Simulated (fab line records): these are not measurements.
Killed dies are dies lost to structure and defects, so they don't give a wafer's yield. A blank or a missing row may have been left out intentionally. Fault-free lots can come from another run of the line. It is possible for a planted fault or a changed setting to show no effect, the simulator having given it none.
Struck lot and sound lot, side by side || flow nand-harc || 15 steps out of a route of 1302
Sound: these wafers, L462.1, L462.4, L462.5. Struck: wafer L473.4 (left out: L473.3, L473.6 of the same lot, which were not struck); the cause appears at the end.
At each step with rows: each side's tool, then ch and its chambers, then its first start. Under that, the readings that differ: sound wafers || struck wafers || difference of the means || sigmas: that difference in standard deviations of wafers without a fault.
alike: readings whose means differ by less than 2 such deviations, and words and numbers that are the same on both sides. not compared: withheld readings, readings that some wafer has no value for, bounds like >300 that may hide the same value, and numbers for which the record gives no deviation and whose values overlap.
A row with sigmas, a row that says differs or no value, or rows on one side alone: a step with any of these is where the two part. Numbers that have no deviation but don't overlap get no sigmas and don't part them. Lack of a reading on every wafer of one side parts them only where that side has two or more wafers.

NHARC_P_START_INSPECT_01:
  struck on defect-inspect-01, day 8 12:02; sound on defect-inspect-02, day 3 22:02
  alike: raw-defect-count
then, 10 steps without rows for these wafers: NHARC_P_ZERO_WELL_PRECLEAN_00 (cleans in SPM, time 600 s); NHARC_P_ZERO_WELL_SRD_01; NHARC_P_ZERO_WELL_PECVD_02 (deposits SiO2, target thk 10 nm); NHARC_P_ZERO_WELL_DEHYDRATE_03 (time 120 s); NHARC_P_ZERO_WELL_HMDS_04 (time 30 s); NHARC_P_ZERO_WELL_COAT_64 (time 65 s); NHARC_P_ZERO_WELL_COAT_05 (resist thk 600 nm); NHARC_P_ZERO_WELL_SOFTBAKE_06 (time 70 s); NHARC_P_ZERO_WELL_EBR_07; NHARC_P_ZERO_WELL_EXPOSE_08 (exposes mask P ZERO, target cd 500 nm).
NHARC_P_ZERO_WELL_PEB_09: peb time 80 s.
  sound on litho-track-07 ch 0, day 3 23:10; struck on litho-track-02 ch 0, day 8 13:02
then, 1 step without rows for these wafers: NHARC_P_ZERO_WELL_DEVELOP_10 (time 50 s).
NHARC_P_ZERO_WELL_CD_MEAS_11: the cd target is 500 nm.
  sound on cd-sem-03 ch 0, day 3 23:15; struck on cd-sem-01 ch 0
{"reading": "cd-nm (nm)", "sound": "501.4 499.9 498.7", "struck": 512.1, "difference": "+12.1", "sigmas": "+7"}
  not compared: hold
then, 1 step without rows for these wafers: NHARC_END_SORT_01.

## WHERE THEY PART
NHARC_P_ZERO_WELL_CD_MEAS_11 only, going by this record.

WHY: what had been put in by the simulator
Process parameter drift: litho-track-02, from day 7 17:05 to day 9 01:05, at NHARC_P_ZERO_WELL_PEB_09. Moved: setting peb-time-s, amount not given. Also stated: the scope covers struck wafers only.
